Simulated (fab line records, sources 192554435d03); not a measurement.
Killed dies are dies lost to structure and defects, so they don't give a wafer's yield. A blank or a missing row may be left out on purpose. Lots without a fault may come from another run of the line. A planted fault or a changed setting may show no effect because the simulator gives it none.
Chamber matching | flow n5_finfet | N5_BEOL_M15_DESCUM_15 on rie_diel-05: 4 sister chambers
The step chemistry O2, time 7.9 s. 7 wafers are shown with their chamber, then 7 later ones without.

WAFERS WITH THEIR CHAMBER
wafer  | chamber | drypump_motor_current_A (A) | showerhead_plenum_p_Torr (Torr)
L079.1 | 3       | 5.95                        | 2.12
L083.4 | 3       | 5.96                        | 2.12
L086.1 | 2       | 5.34                        | 2.03
L086.3 | 1       | 5.78                        | 2.17
L086.5 | 0       | 5.50                        | 2.10
L088.1 | 2       | 5.32                        | 2.03
L088.3 | 0       | 5.51                        | 2.09

WAFERS WITHOUT THEIR CHAMBER
wafer  | drypump_motor_current_A (A) | showerhead_plenum_p_Torr (Torr)
L088.4 | 5.32                        | 2.03
L093.1 | 5.94                        | 2.11
L093.2 | 5.77                        | 2.16
L093.5 | 5.77                        | 2.16
L095.4 | 5.76                        | 2.16
L095.5 | 5.76                        | 2.16
L095.6 | 5.51                        | 2.09

WHICH CHAMBER EACH WENT THROUGH
wafer  | from the rows above | in truth
L088.4 | 2                   | 2
L093.1 | 3                   | 3
L093.2 | 1                   | 1
L093.5 | 1                   | 1
L095.4 | 1                   | 1
L095.5 | 1                   | 1
L095.6 | 0                   | 0
Placed correctly: 7 of 7. Can't be placed from these rows: 0. Placed wrongly: 0.
How it was worked out, from the rows above alone: a wafer's distance from a chamber is the root of the sum, over the readings, of the square of ((its reading less the chamber's mean) divided by the reading's scatter). The wafer belongs to the nearest chamber; if the next one is less than 2 further off, it can't be placed. A chamber's mean is the mean of its shown wafers. The scatter: the root of (the sum of the squares of (reading less its chamber's mean) over the shown wafers, divided by (wafers less chambers)).
